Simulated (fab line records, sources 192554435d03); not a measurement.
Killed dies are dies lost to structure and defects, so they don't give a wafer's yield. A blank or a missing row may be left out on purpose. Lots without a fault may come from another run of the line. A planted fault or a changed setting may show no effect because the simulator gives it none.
fab line records | flow n5_finfet
record lots=24 wafers=72 last_day=17
route steps=1938 shown BEOL_M3@932
lots that met no fault: from a run of the same line without faults
start_h: hours from the record's first day to the start of the lot's first wafer shown | wait_h: hours since the lot's step before | " the same as in the row above | L1.1+2: a row that stands for several wafers | - no value, or no start given | * or withheld: withheld | < > ~ a bound
route shown NAME@n: a module of which the file shows steps, and the number in the route of the first | usual: mean/standard deviation of fault-free wafers | same: alike in all rows | chamber/n: place in a boat | sites: the reading at each site | _std_site: their standard deviation | _edge_site: outer sites' mean less inner sites' | radius_mm: how far each site lies from the wafer's centre | mask NAME#n: copy n | behind: the tool/chamber that last shaped the wafer | hold: why the lot was held/for how many hours/how that ended | device: the transistor (n, p or np) that didn't switch | end of line: the same wafers' tests at the end of the route | a step without rows: its recipe alone | killed: dies lost to structure and defects at the first sort, not the wafer's yield | map: a wafer's dies, x killed, . not, _ none there
set.NAME: the setting as run; set.NAME@STEP: as run at that earlier step | model.NAME: the simulator's own value behind a step, which no gauge read
steps of the route over a sample of lots; a table a step, a row a wafer
services: from which hour (start_h, from the record's first day; less than 0 if before it) a tool's chamber was out of use, for how many hours, and why
## steps
# step N5_BEOL_M3_THK_MEAS_01
# recipe reads=SiOC_of_BEOL_M3_ILD_DEP_00
# usual M3_ILD_THK=79.1/1
# columns lot.wafer tool chamber start_h wait_h M3_ILD_THK[nm]
L074.1 film_metro-02 - 141.15 0.0 79.0
L074.3 " - " " 79.5
L074.6 " - " " 79.7
L075.1 film_metro-02 - 157.38 0.0 78.9
L075.4 " - " " 79.7
L075.5 " - " " 80.0
L077.2 film_metro-02 - 165.65 0.1 77.6
L077.3 " - " " 78.3
L077.6 " - " " 79.4
L076.4 film_metro-01 - 168.18 0.0 80.4
L076.5 " - " " 79.8
L076.6 " - " " 80.5
L078.1 film_metro-02 - 170.11 0.0 78.3
L078.5 " - " " 80.0
L078.6 " - " " 80.2
L079.1 film_metro-01 - 174.25 0.0 78.1
L079.4 " - " " 79.7
L079.5 " - " " 78.9
L081.2 film_metro-02 - 178.59 0.1 77.9
L081.3 " - " " 78.1
L081.6 " - " " 80.2
L080.3 film_metro-02 - 185.85 0.1 77.8
L080.4 " - " " 79.5
L080.5 " - " " 79.3
L082.3 film_metro-02 - 192.60 0.1 77.2
L082.5 " - " " 79.1
L082.6 " - " " 79.7
L083.2 film_metro-02 - 196.75 0.1 79.4
L083.3 " - " " 78.0
L083.5 " - " " 79.6
L084.2 film_metro-01 - 206.81 0.1 78.2
L084.3 " - " " 78.5
L084.5 " - " " 78.8
L085.1 film_metro-02 - 215.01 0.1 78.0
L085.4 " - " " 79.3
L085.5 " - " " 77.6
L086.2 film_metro-01 - 217.73 0.1 78.0
L086.3 " - " " 79.5
L086.6 " - " " 79.4
L088.4 film_metro-02 - 221.53 0.0 79.4
L088.5 " - " " 79.9
L088.6 " - " " 79.6
L087.1 film_metro-02 - 232.06 0.0 77.5
L087.5 " - " " 78.9
L087.6 " - " " 78.7
L089.1 film_metro-02 - 233.08 0.0 78.3
L089.3 " - " " 78.5
L089.5 " - " " 80.3
L090.4 film_metro-01 - 238.80 0.0 79.4
L090.5 " - " " 79.7
L090.6 " - " " 78.8
L091.2 film_metro-01 - 246.46 0.1 78.0
L091.4 " - " " 79.5
L091.6 " - " " 79.3
L092.1 film_metro-02 - 260.32 0.1 80.2
L092.2 " - " " 80.4
L092.3 " - " " 81.0
L093.2 film_metro-02 - 260.67 0.1 79.5
L093.4 " - " " 80.6
L093.5 " - " " 80.5
L094.1 film_metro-02 - 262.42 0.1 79.9
L094.4 " - " " 81.6
L094.5 " - " " 80.9
L095.2 film_metro-02 - 264.52 0.1 78.2
L095.5 " - " " 78.8
L095.6 " - " " 80.5
L096.2 film_metro-01 - 276.23 0.1 80.0
L096.4 " - " " 79.6
L096.5 " - " " 80.7
L097.3 film_metro-02 - 279.49 0.1 78.8
L097.4 " - " " 78.6
L097.5 " - " " 80.2
# step N5_BEOL_M3_DESCUM_33
# recipe chemistry=O2 time_s=7 source_power_w=50 bias_power_w=20 pressure_mtorr=20 rf_frequency_hz=2.712e+07 temp_c=40 resist=CAR-EUV o2_flow_sccm=225
# usual drypump_motor_current_A=5.8/0.51 oes_product_au=0.81/0.086 rf_vpp_V=242.7/1.3 showerhead_plenum_p_Torr=2.05/0.052 throttle_valve_pct=20.29/0.28
# columns lot.wafer tool chamber start_h wait_h drypump_motor_current_A oes_product_au rf_hours_counter_h rf_vpp_V showerhead_plenum_p_Torr throttle_valve_pct
L074.1 rie_diel-05 2 143.52 0.0 5.7 0.89 35 243.7 2.11 19.90
L074.3 " 1 " " 5.4 0.85 43 244.7 2.11 20.00
L074.6 " 2 " " 5.7 0.89 - 243.5 2.11 19.90
L075.1 rie_diel-01 1 159.35 0.1 5.7 0.67 226 242.7 1.97 20.47
L075.4 " 0 " " 6.0 0.74 148 243.9 2.11 20.67
L075.5 " 3 " " 6.4 0.75 - 240.4 1.99 20.11
L077.2 rie_diel-05 2 167.46 0.0 5.7 0.87 42 244.9 2.11 19.91
L077.3 " 0 " " 6.4 0.80 97 242.8 2.03 20.53
L077.6 " 1 " " 5.4 0.82 - 244.0 2.11 20.01
L076.4 rie_diel-01 0 171.00 0.0 6.0 0.75 152 242.1 2.11 20.70
L076.5 " 2 " " 5.6 0.89 - 240.7 2.05 20.27
L076.6 " 1 " " 5.7 0.66 - 240.2 1.97 20.48
L078.1 rie_diel-05 1 171.95 0.0 5.4 0.83 50 242.8 2.11 20.01
L078.5 " 2 " " 5.7 0.87 - 244.3 2.11 19.91
L078.6 " 0 " " 6.4 0.79 - 241.7 2.03 20.53
L079.1 rie_diel-01 0 176.51 0.0 6.0 0.74 154 242.5 2.11 20.70
L079.4 " 3 " " 6.3 0.75 125 242.5 1.99 20.12
L079.5 " 1 " " 5.7 0.67 - 241.8 1.97 20.47
L081.2 rie_diel-01 3 180.60 0.0 6.3 0.75 127 242.6 1.99 20.12
L081.3 " 1 " " 5.7 0.66 233 239.9 1.97 20.48
L081.6 " 1 " " 5.7 0.66 - 241.1 1.97 20.48
L080.3 rie_diel-03 1 187.63 0.0 4.7 0.91 32 244.3 2.04 20.41
L080.4 " 0 " " 6.5 0.70 242 242.6 2.04 20.48
L080.5 " 3 " " 6.4 0.90 - 241.4 2.02 19.79
L082.3 rie_diel-03 2 196.36 0.2 5.2 0.72 204 242.9 2.08 20.63
L082.5 " 0 " " 6.6 0.70 - 243.2 2.04 20.51
L082.6 " 2 " " 5.3 0.72 - 242.5 2.08 20.63
L083.2 rie_diel-01 3 202.18 0.0 6.3 0.75 133 242.5 1.99 20.15
L083.3 " 0 " " 6.0 0.73 161 241.3 2.11 20.68
L083.5 " 2 " " 5.6 0.87 - 242.4 2.04 20.28
L084.2 rie_diel-03 0 209.10 0.3 6.5 0.69 249 242.1 2.04 20.50
L084.3 " 3 " " 6.4 0.88 32 243.1 2.02 19.79
L084.5 " 2 " " 5.2 0.72 - 243.5 2.08 20.63
L085.1 rie_diel-01 3 217.80 0.0 6.3 0.74 137 240.5 1.98 20.13
L085.4 " 0 " " 6.0 0.72 166 243.3 2.10 20.70
L085.5 " 2 " " 5.6 0.87 - 241.7 2.04 20.28
L086.2 rie_diel-03 2 219.52 0.3 5.2 0.71 211 242.3 2.08 20.65
L086.3 " 1 " " 4.7 0.89 40 242.4 2.04 20.42
L086.6 " 2 " " 5.2 0.72 - 243.6 2.08 20.66
L088.4 rie_diel-01 3 226.97 0.0 6.3 0.74 140 243.2 1.98 20.16
L088.5 " 2 " " 5.6 0.85 - 241.3 2.04 20.31
L088.6 " 3 " " 6.3 0.74 - 242.9 1.98 20.14
L087.1 rie_diel-05 1 234.19 0.2 5.4 0.82 69 242.6 2.10 20.03
L087.5 " 2 " " 5.7 0.85 - 243.4 2.10 19.94
L087.6 " 3 " " 5.5 0.93 - 243.6 2.12 20.34
L089.1 rie_diel-05 0 235.67 0.1 6.4 0.77 119 242.4 2.02 20.56
L089.3 " 1 " " 5.4 0.81 70 242.9 2.10 20.03
L089.5 " 0 " " 6.4 0.78 - 242.3 2.02 20.56
L090.4 rie_diel-01 0 240.37 0.0 6.0 0.73 - 244.0 2.10 20.70
L090.5 " 2 " " 5.6 0.85 - 240.6 2.04 20.31
L090.6 " 3 " " 6.3 0.73 - 242.7 1.98 20.17
L091.2 rie_diel-05 1 248.94 0.0 5.4 0.80 74 244.4 2.10 20.05
L091.4 " 0 " " 6.4 0.76 124 242.8 2.02 20.59
L091.6 " 2 " " 5.7 0.85 - 243.4 2.10 19.94
L092.1 rie_diel-03 3 262.14 0.0 6.4 0.86 49 243.0 2.01 19.84
L092.2 " 1 " " 4.7 0.88 53 242.5 2.03 20.46
L092.3 " 2 " " 5.2 0.71 225 242.9 2.07 20.68
L093.2 rie_diel-05 3 262.49 0.0 5.5 0.92 36 244.5 2.12 20.34
L093.4 " 1 " " 5.4 0.80 78 243.8 2.10 20.04
L093.5 " 3 " " 5.5 0.92 - 244.2 2.12 20.34
L094.1 rie_diel-05 2 264.59 0.4 5.7 0.84 72 244.7 2.10 19.94
L094.4 " 3 " " 5.5 0.91 37 242.7 2.12 20.33
L094.5 " 2 " " 5.7 0.84 - 244.2 2.10 19.97
L095.2 rie_diel-01 3 268.05 0.0 6.3 0.73 153 241.8 1.98 20.14
L095.5 " 1 " " 5.7 0.96 - 245.6 2.22 20.06
L095.6 " 0 " " 6.0 0.72 - 244.2 2.10 20.72
L096.2 rie_diel-03 3 282.13 0.0 6.4 0.86 55 241.7 2.01 19.84
L096.4 " 1 " " 4.7 0.87 60 242.0 2.03 20.45
L096.5 " 2 " " 5.3 0.70 - 241.3 2.07 20.68
L097.3 rie_diel-03 2 282.24 0.1 5.2 0.69 232 243.4 2.07 20.67
L097.4 " 1 " " 4.7 0.87 60 241.2 2.03 20.46
L097.5 " 0 " " 6.5 0.95 - 241.7 2.04 20.10
# step N5_BEOL_M3_ALD_84
# recipe material=TaN target_thk_a=* temp_c=275 ald_precursor_family=PDMAT ald_co_reactant=NH3 pressure_torr=3 carrier_flow_sccm=1500 pulse_time_s=2 purge_time_s=3 co_reactant_purge_time_s=2 co_reactant_pulse_time_s=3 ald_cycles=30 precursor_vessel_temp_c=75 precursor_vessel_pressure_torr=26.25 precursor_vessel_carrier_sccm=1000
# usual heater_power_w=453/44
# columns lot.wafer tool chamber start_h wait_h heater_power_w
L074.1 ald_metal-04 2 150.30 0.1 476
L074.3 " 1 " " 435
L074.6 " 2 " " 486
L075.1 ald_metal-03 1 165.41 0.1 513
L075.4 " 2 " " 448
L075.5 " 2 " " 443
L077.2 ald_metal-04 2 176.09 0.0 500
L077.3 " 3 " " 370
L077.6 " 0 " " 416
L076.4 ald_metal-03 1 176.23 0.1 515
L076.5 " 1 " " 526
L076.6 " 2 " " 443
L078.1 ald_metal-03 2 178.72 0.0 448
L078.5 " 2 " " 446
L078.6 " 3 " " 454
L079.1 ald_metal-01 1 179.10 0.0 390
L079.4 " 3 " " 447
L079.5 " 1 " " 384
L081.2 ald_metal-01 0 182.52 0.1 524
L081.3 " 3 " " 460
L081.6 " 3 " " 451
L080.3 ald_metal-01 3 188.73 0.0 464
L080.4 " 0 " " 526
L080.5 " 3 " " 454
L082.3 ald_metal-03 2 201.72 0.2 441
L082.5 " 1 " " 520
L082.6 " 0 " " 440
L083.2 ald_metal-01 3 206.55 0.3 460
L083.3 " 2 " " 483
L083.5 " 3 " " 455
L084.2 ald_metal-01 2 217.21 0.0 472
L084.3 " 3 " " 457
L084.5 " 3 " " 446
L085.1 ald_metal-04 2 220.55 0.0 485
L085.4 " 0 " " 432
L085.5 " 0 " " 433
L086.2 ald_metal-04 2 221.23 0.0 488
L086.3 " 0 " " 422
L086.6 " 2 " " 489
L088.4 ald_metal-03 0 231.06 0.0 433
L088.5 " 2 " " 460
L088.6 " 3 " " 446
L087.1 ald_metal-03 1 238.66 0.2 513
L087.5 " 1 " " 523
L087.6 " 2 " " 447
L089.1 ald_metal-04 0 249.21 0.1 418
L089.3 " 2 " " 489
L089.5 " 2 " " 468
L090.4 ald_metal-03 2 253.96 0.1 447
L090.5 " 0 " " 428
L090.6 " 1 " " 531
L091.2 ald_metal-04 1 257.25 0.1 448
L091.4 " 0 " " 419
L091.6 " 1 " " 446
L092.1 ald_metal-04 1 263.08 0.0 430
L092.2 " 2 " " 483
L092.3 " 0 " " 420
L093.2 ald_metal-01 2 263.51 0.0 482
L093.4 " 1 " " 390
L093.5 " 2 " " 470
L094.1 ald_metal-04 0 270.89 0.0 424
L094.4 " 2 " " 485
L094.5 " 1 " " 438
L095.2 ald_metal-01 3 276.10 0.2 444
L095.5 " 0 " " 532
L095.6 " 3 " " 449
L096.2 ald_metal-03 0 288.80 0.0 436
L096.4 " 1 " " 512
L096.5 " 0 " " 436
L097.3 ald_metal-04 3 288.83 0.0 374
L097.4 " 0 " " 415
L097.5 " 1 " " 440
# step N5_BEOL_M3_SPUTTER_94
# recipe material=Cu target_thk_a=45 temp_c=-20 chamber_pressure_pa=0.07 power_w=withheld time_s=8.29
# usual throttle_valve_pct=29.8/1.1
# columns lot.wafer tool chamber start_h wait_h throttle_valve_pct
L074.1 pvd_sputter-01 - 152.73 0.1 30.2
L074.3 " - " " 31.8
L074.6 " - " " 30.0
L075.1 pvd_sputter-01 - 169.71 0.1 31.9
L075.4 " - " " 30.6
L075.5 " - " " 28.2
L077.2 pvd_sputter-01 - 178.33 0.1 32.1
L077.3 " - " " 30.3
L077.6 " - " " 31.7
L076.4 pvd_sputter-02 - 178.81 0.1 30.4
L076.5 " - " " 30.7
L076.6 " - " " 29.9
L078.1 pvd_sputter-01 - 180.73 0.1 28.2
L078.5 " - " " 30.4
L078.6 " - " " 28.2
L079.1 pvd_sputter-02 - 181.20 0.1 30.1
L079.4 " - " " 29.8
L079.5 " - " " 30.4
L081.2 pvd_sputter-01 - 184.61 0.1 30.9
L081.3 " - " " 31.8
L081.6 " - " " 30.7
L080.3 pvd_sputter-01 - 190.93 0.1 28.4
L080.4 " - " " 30.3
L080.5 " - " " 30.1
L082.3 pvd_sputter-01 - 204.04 0.1 30.1
L082.5 " - " " 30.4
L082.6 " - " " 30.4
L083.2 pvd_sputter-02 - 208.67 0.1 30.2
L083.3 " - " " 29.7
L083.5 " - " " 29.2
L084.2 pvd_sputter-03 - 219.28 0.1 29.4
L084.3 " - " " 30.2
L084.5 " - " " 27.8
L085.1 pvd_sputter-01 - 222.75 0.1 30.4
L085.4 " - " " 31.8
L085.5 " - " " 31.8
L086.2 pvd_sputter-03 - 224.98 0.1 29.3
L086.3 " - " " 30.3
L086.6 " - " " 30.2
L088.4 pvd_sputter-01 - 233.28 0.1 30.2
L088.5 " - " " 28.3
L088.6 " - " " 30.4
L087.1 pvd_sputter-03 - 242.27 0.1 30.0
L087.5 " - " " 29.5
L087.6 " - " " 27.6
L089.1 pvd_sputter-02 - 251.39 0.1 30.5
L089.3 " - " " 30.1
L089.5 " - " " 29.3
L090.4 pvd_sputter-01 - 257.70 0.1 30.6
L090.5 " - " " 31.9
L090.6 " - " " 28.3
L091.2 pvd_sputter-03 - 259.23 0.1 30.3
L091.4 " - " " 29.1
L091.6 " - " " 30.2
L092.1 pvd_sputter-02 - 265.07 0.1 29.9
L092.2 " - " " 30.1
L092.3 " - " " 29.2
L093.2 pvd_sputter-01 - 265.51 0.1 28.2
L093.4 " - " " 30.5
L093.5 " - " " 28.1
L094.1 pvd_sputter-03 - 274.88 0.1 30.1
L094.4 " - " " 28.9
L094.5 " - " " 27.3
L095.2 pvd_sputter-02 - 280.08 0.1 30.1
L095.5 " - " " 29.1
L095.6 " - " " 30.0
L096.2 pvd_sputter-03 - 290.87 0.1 29.5
L096.4 " - " " 29.0
L096.5 " - " " 29.2
L097.3 pvd_sputter-02 - 292.55 0.1 30.5
L097.4 " - " " 30.3
L097.5 " - " " 29.0
# step N5_BEOL_M3_PRE_CLEAN_60
# recipe gas=NH3/H2 time_s=15 temp_c=* rf_power_w=300
# usual heater_power_w=75/27
# columns lot.wafer tool chamber start_h wait_h heater_power_w
L074.1 cvd_co-02 0 154.12 0.0 115
L074.3 " 1 " " 43
L074.6 " 2 " " 50
L075.1 cvd_co-02 0 171.02 0.0 113
L075.4 " 0 " " 116
L075.5 " 2 " " 50
L077.2 cvd_co-02 2 179.38 0.0 50
L077.3 " 1 " " 42
L077.6 " 1 " " 42
L076.4 cvd_co-01 0 180.14 0.1 75
L076.5 " 2 " " 98
L076.6 " 1 " " 89
L078.1 cvd_co-01 0 181.78 0.0 75
L078.5 " 0 " " 78
L078.6 " 2 " " 103
L079.1 cvd_co-01 2 182.83 0.1 102
L079.4 " 2 " " 98
L079.5 " 1 " " 89
L081.2 cvd_co-02 0 185.72 0.0 113
L081.3 " 1 " " 43
L081.6 " 1 " " 43
L080.3 cvd_co-02 2 191.98 0.0 50
L080.4 " 1 " " 42
L080.5 " 0 " " 115
L082.3 cvd_co-01 2 205.09 0.0 103
L082.5 " 2 " " 99
L082.6 " 1 " " 87
L083.2 cvd_co-02 1 209.71 0.0 44
L083.3 " 2 " " 49
L083.5 " 2 " " 50
L084.2 cvd_co-02 1 220.33 0.0 43
L084.3 " 1 " " 43
L084.5 " 1 " " 43
L085.1 cvd_co-02 2 223.80 0.0 50
L085.4 " 1 " " 44
L085.5 " 2 " " 50
L086.2 cvd_co-01 2 226.10 0.0 102
L086.3 " 1 " " 90
L086.6 " 0 " " 74
L088.4 cvd_co-01 2 234.58 0.1 99
L088.5 " 0 " " 76
L088.6 " 1 " " 90
L087.1 cvd_co-01 2 243.58 0.0 99
L087.5 " 2 " " 101
L087.6 " 0 " " 75
L089.1 cvd_co-02 2 252.44 0.0 52
L089.3 " 1 " " 43
L089.5 " 2 " " 51
L090.4 cvd_co-02 2 260.86 0.1 50
L090.5 " 1 " " 43
L090.6 " 0 " " 114
L091.2 cvd_co-02 0 261.57 0.0 116
L091.4 " 1 " " 42
L091.6 " 2 " " 51
L092.1 cvd_co-01 2 266.11 0.0 103
L092.2 " 1 " " 89
L092.3 " 0 " " 76
L093.2 cvd_co-02 2 266.56 0.0 51
L093.4 " 1 " " 43
L093.5 " 0 " " 115
L094.1 cvd_co-02 1 275.94 0.0 44
L094.4 " 1 " " 43
L094.5 " 2 " " 51
L095.2 cvd_co-01 2 281.12 0.0 99
L095.5 " 2 " " 102
L095.6 " 1 " " 89
L096.2 cvd_co-02 1 291.91 0.0 44
L096.4 " 2 " " 51
L096.5 " 1 " " 44
L097.3 cvd_co-01 0 293.84 0.0 76
L097.4 " 0 " " 75
L097.5 " 1 " " 91
# step N5_BEOL_M3_CO_CAP_55
# recipe material=Co target_thk_a=20 temp_c=200 precursor=CCTBA/H2 pressure_torr=30 time_s=102.1
# usual heater_power_w=225/34
# columns lot.wafer tool chamber start_h wait_h heater_power_w
L074.1 cvd_co-02 0 154.16 0.0 273
L074.3 " 1 " " 182
L074.6 " 2 " " 191
L075.1 cvd_co-02 0 171.06 0.0 277
L075.4 " 0 " " 268
L075.5 " 2 " " 194
L077.2 cvd_co-02 2 179.42 0.0 193
L077.3 " 1 " " 189
L077.6 " 1 " " 182
L076.4 cvd_co-01 0 180.20 0.0 227
L076.5 " 2 " " 258
L076.6 " 1 " " 243
L078.1 cvd_co-01 0 181.82 0.0 231
L078.5 " 0 " " 230
L078.6 " 2 " " 253
L079.1 cvd_co-01 2 182.87 0.0 256
L079.4 " 2 " " 257
L079.5 " 1 " " 236
L081.2 cvd_co-02 0 185.76 0.0 276
L081.3 " 1 " " 185
L081.6 " 1 " " 179
L080.3 cvd_co-02 2 192.02 0.0 200
L080.4 " 1 " " 181
L080.5 " 0 " " 274
L082.3 cvd_co-01 2 205.13 0.0 255
L082.5 " 2 " " 260
L082.6 " 1 " " 244
L083.2 cvd_co-02 1 209.75 0.0 188
L083.3 " 2 " " 196
L083.5 " 2 " " 197
L084.2 cvd_co-02 1 220.39 0.0 185
L084.3 " 1 " " 184
L084.5 " 1 " " 185
L085.1 cvd_co-02 2 223.86 0.0 195
L085.4 " 1 " " 187
L085.5 " 2 " " 193
L086.2 cvd_co-01 2 226.14 0.0 256
L086.3 " 1 " " 239
L086.6 " 0 " " 226
L088.4 cvd_co-01 2 234.64 0.0 257
L088.5 " 0 " " 222
L088.6 " 1 " " 239
L087.1 cvd_co-01 2 243.62 0.0 260
L087.5 " 2 " " 259
L087.6 " 0 " " 224
L089.1 cvd_co-02 2 252.48 0.0 188
L089.3 " 1 " " 183
L089.5 " 2 " " 194
L090.4 cvd_co-02 2 260.91 0.0 188
L090.5 " 1 " " 192
L090.6 " 0 " " 267
L091.2 cvd_co-02 0 261.61 0.0 272
L091.4 " 1 " " 184
L091.6 " 2 " " 198
L092.1 cvd_co-01 2 266.15 0.0 257
L092.2 " 1 " " 242
L092.3 " 0 " " 224
L093.2 cvd_co-02 2 266.60 0.0 194
L093.4 " 1 " " 186
L093.5 " 0 " " 277
L094.1 cvd_co-02 1 275.98 0.0 185
L094.4 " 1 " " 182
L094.5 " 2 " " 192
L095.2 cvd_co-01 2 281.16 0.0 258
L095.5 " 2 " " 265
L095.6 " 1 " " 241
L096.2 cvd_co-02 1 291.95 0.0 185
L096.4 " 2 " " 188
L096.5 " 1 " " 179
L097.3 cvd_co-01 0 293.88 0.0 221
L097.4 " 0 " " 229
L097.5 " 1 " " 247
## services
# columns tool chamber start_h hours kind
rie_diel-01 2 125.19 5.3 repair
rie_diel-03 3 130.46 6.6 repair
ald_metal-04 - 132.24 8.7 pm
cvd_co-02 - 133.61 14.6 pm
rie_diel-05 3 157.68 15.8 repair
pvd_sputter-01 - 166.67 1.7 repair
cvd_co-01 - 195.01 0.2 repair
cvd_co-02 0 214.70 22.8 repair
rie_diel-03 0 214.92 - clean
rie_diel-03 0 214.92 - consumable_replace:focus_ring
rie_diel-03 0 214.92 18.6 scheduled_down
rie_diel-03 0 214.92 18.6 vent_cycle
rie_diel-05 3 215.50 3.4 repair
rie_diel-05 1 223.62 5.1 repair
cvd_co-02 2 232.10 17.3 repair
rie_diel-01 1 235.70 - clean
rie_diel-01 1 235.70 - consumable_replace:focus_ring
rie_diel-01 1 235.70 - consumable_replace:showerhead
rie_diel-01 1 235.70 14.6 scheduled_down
rie_diel-01 1 235.70 14.6 vent_cycle
rie_diel-01 3 248.54 4.6 repair
rie_diel-03 - 271.79 0.6 repair
pvd_sputter-03 - 277.53 2.1 repair
ald_metal-04 - 290.80 28.1 pm
## key
fault none
